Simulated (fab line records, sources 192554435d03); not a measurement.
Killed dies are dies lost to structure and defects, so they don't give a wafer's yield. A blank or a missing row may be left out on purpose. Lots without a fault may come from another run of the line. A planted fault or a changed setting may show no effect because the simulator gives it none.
Chamber matching | flow n5_finfet | N5_HKMG_FIN_DESCUM_53 on rie_diel-05: 4 sister chambers
The step chemistry O2, time 7.9 s. 16 wafers are shown with their chamber, then 8 later ones without.

WAFERS WITH THEIR CHAMBER
wafer  | chamber | showerhead_plenum_p_Torr (Torr) | drypump_motor_current_A (A) | throttle_valve_pct (%)
L078.2 | 0       | 2.05                            | 5.4                         | 20.09
L078.4 | 1       | 2.15                            | 6.1                         | 20.54
L078.6 | 0       | 2.05                            | 5.5                         | 20.09
L081.2 | 0       | 2.04                            | 5.5                         | 20.10
L081.3 | 3       | 2.23                            | 5.0                         | 20.21
L081.4 | 3       | 2.23                            | 5.0                         | 20.21
L083.1 | 2       | 2.03                            | 5.7                         | 20.52
L083.2 | 3       | 2.23                            | 5.0                         | 20.20
L083.3 | 2       | 2.03                            | 5.6                         | 20.53
L086.2 | 0       | 2.04                            | 5.5                         | 20.12
L086.3 | 1       | 2.15                            | 6.1                         | 20.13
L086.6 | 2       | 2.03                            | 5.6                         | 20.53
L088.1 | 1       | 2.14                            | 6.1                         | 20.12
L088.4 | 2       | 2.02                            | 5.7                         | 20.53
L088.6 | 0       | 2.04                            | 5.5                         | 20.13
L091.2 | 1       | 2.14                            | 6.1                         | 20.14

SIGNATURES (means of the wafers above)
reading                  | chamber 0 | chamber 1 | chamber 2 | chamber 3 | scatter within a chamber
showerhead_plenum_p_Torr | 2.0440    | 2.1450    | 2.0275    | 2.2300    | 0.00496
drypump_motor_current_A  | 5.480     | 6.100     | 5.650     | 5.000     | 0.0387
throttle_valve_pct       | 20.1060   | 20.2325   | 20.5275   | 20.2067   | 0.103
Rule: a wafer's distance from a chamber is the root of the sum, over the readings, of the square of ((its reading less the chamber's mean) divided by the reading's scatter). The wafer belongs to the nearest chamber; if the next one is less than 2 further off, it can't be placed. The scatter: the root of (the sum of the squares of (reading less its chamber's mean) over the shown wafers, divided by (wafers less chambers)).

WAFERS WITHOUT THEIR CHAMBER
wafer  | showerhead_plenum_p_Torr (Torr) | drypump_motor_current_A (A) | throttle_valve_pct (%)
L091.5 | 2.14                            | 6.2                         | 20.12
L091.6 | 2.02                            | 5.7                         | 20.57
L092.1 | 2.02                            | 5.6                         | 20.57
L092.2 | 2.22                            | 5.0                         | 20.24
L092.4 | 2.04                            | 5.5                         | 20.14
L093.1 | 2.04                            | 5.5                         | 20.13
L093.3 | 2.02                            | 5.7                         | 20.56
L093.4 | 2.14                            | 6.1                         | 20.14

WHICH CHAMBER EACH WENT THROUGH
wafer  | from the rows above | in truth
L091.5 | 1                   | 1
L091.6 | 2                   | 2
L092.1 | 2                   | 2
L092.2 | 3                   | 3
L092.4 | 0                   | 0
L093.1 | 0                   | 0
L093.3 | 2                   | 2
L093.4 | 1                   | 1
Placed correctly: 8 of 8. Can't be placed from these rows: 0. Placed wrongly: 0.
